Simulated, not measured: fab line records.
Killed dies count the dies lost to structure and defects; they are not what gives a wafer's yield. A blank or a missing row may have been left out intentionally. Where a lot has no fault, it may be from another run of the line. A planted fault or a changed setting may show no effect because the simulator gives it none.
Matching of chambers | flow nand-harc | NHARC_A_STAIRCASE_DESCUM_186 on rie-diel-03: 4 sister chambers
The step chemistry O2, time 3 s. 14 wafers are shown with their chamber, then 7 later ones without.

== WAFERS WITH THEIR CHAMBER ==
wafer  | chamber | drypump-motor-current-A (A) | showerhead-plenum-p-Torr (Torr) | throttle-valve-pct (%)
L078.3 | 2       | 5.4                         | 1.94                            | 11.325
L078.4 | 0       | 5.2                         | 1.77                            | 11.303
L078.6 | 3       | 5.6                         | 1.89                            | 11.308
L077.2 | 2       | 5.4                         | 1.94                            | 11.321
L077.4 | 1       | 5.8                         | 2.06                            | 11.311
L077.6 | 1       | 5.8                         | 2.06                            | 11.317
L082.1 | 0       | 5.2                         | 1.77                            | 11.316
L082.2 | 2       | 5.4                         | 1.94                            | 11.318
L082.5 | 3       | 5.6                         | 1.89                            | 11.312
L084.1 | 2       | 5.4                         | 1.94                            | 11.321
L084.3 | 1       | 5.8                         | 2.05                            | 11.319
L084.6 | 1       | 5.8                         | 2.05                            | 11.324
L085.1 | 1       | 5.9                         | 2.05                            | 11.320
L085.2 | 0       | 5.2                         | 2.07                            | 11.307

SIGNATURES (averages over the wafers above)
reading                  | chamber 0 | chamber 1 | chamber 2 | chamber 3 | scatter within a chamber
drypump-motor-current-A  | 5.200     | 5.820     | 5.400     | 5.600     | 0.0283
showerhead-plenum-p-Torr | 1.8700    | 2.0540    | 1.9400    | 1.8900    | 0.0775
throttle-valve-pct       | 11.30867  | 11.31820  | 11.32125  | 11.31000  | 0.00461
Rule: for each reading, subtract the chamber's mean from the wafer's reading, divide by that reading's scatter and square the result; add these up over the readings and take the root, which gives the wafer's distance from the chamber. If the next closest chamber is less than 2 further off than the closest, the wafer can't be placed; otherwise it belongs to the closest. The scatter: the root of (the sum of the squares of (reading less its chamber's mean) over the shown wafers, divided by (wafers less chambers)).

== WAFERS WHOSE CHAMBER IS MISSING ==
wafer  | drypump-motor-current-A (A) | showerhead-plenum-p-Torr (Torr) | throttle-valve-pct (%)
L085.4 | 5.6                         | 1.89                            | 11.299
L092.4 | 5.5                         | 1.93                            | 11.309
L092.5 | 5.2                         | 2.07                            | 11.330
L092.6 | 5.8                         | 2.04                            | 11.301
L094.1 | 5.4                         | 1.93                            | 11.296
L094.3 | 5.7                         | 1.88                            | 11.313
L094.4 | 5.8                         | 2.04                            | 11.307

== WHICH CHAMBER EACH ONE RAN IN ==
wafer  | from the rows above     | in truth
L085.4 | 3                       | 3
L092.4 | can't be placed: 3 or 2 | 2
L092.5 | 0                       | 0
L092.6 | 1                       | 1
L094.1 | 2                       | 2
L094.3 | can't be placed: 3 or 1 | 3
L094.4 | 1                       | 1
Correct placement for 5 of the 7. Can't be placed from these rows: 2 (the true chamber is among the candidates in 2). 0 placed wrongly.
